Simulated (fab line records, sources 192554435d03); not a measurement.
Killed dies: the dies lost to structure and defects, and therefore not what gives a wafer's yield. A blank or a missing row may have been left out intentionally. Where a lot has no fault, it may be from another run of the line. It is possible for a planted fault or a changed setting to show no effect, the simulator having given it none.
Matching of chambers | flow n5Finfet | N5_BEOL_M2_DESCUM_33 on rieDiel-01: 4 sister chambers
The step chemistry O2, time 7 s. 4 wafers are shown with their chamber, then 9 later ones without.

WAFERS WITH THEIR CHAMBER
wafer  | chamber | throttleValvePct (%)
L089.3 | 3       | 20.9
L092.1 | 0       | 20.9
L092.2 | 1       | 20.4
L092.4 | 2       | 20.1

WAFERS WHOSE CHAMBER IS MISSING
wafer  | throttleValvePct (%)
L091.1 | 20.9
L091.4 | 20.4
L091.5 | 21.0
L094.4 | 20.1
L094.5 | 20.9
L094.6 | 20.4
L097.3 | 20.4
L097.4 | 20.9
L097.6 | 20.9

WHICH CHAMBER EACH ONE RAN IN
wafer  | from the rows above     | in truth
L091.1 | can't be placed: 0 or 3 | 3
L091.4 | 1                       | 1
L091.5 | can't be placed: 0 or 3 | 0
L094.4 | 2                       | 2
L094.5 | can't be placed: 0 or 3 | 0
L094.6 | 1                       | 1
L097.3 | 1                       | 1
L097.4 | can't be placed: 0 or 3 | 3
L097.6 | can't be placed: 0 or 3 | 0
Correctly placed: 4 of 9. Cannot be placed on the basis of these rows: 5; the candidates contain the true chamber in 5. Placed wrongly: 0.
How it was worked out, from the rows above alone: a wafer's distance from a chamber is the root of the sum, over the readings, of the square of ((its reading less the chamber's mean) divided by the reading's scatter). The wafer belongs to the nearest chamber; if the next one is less than 2 further off, it can't be placed. For every chamber, the mean is computed from those of its wafers that are shown. The scatter: with one shown wafer a chamber, the root of the mean of the squares of how far each hidden wafer lies from its nearest shown one.
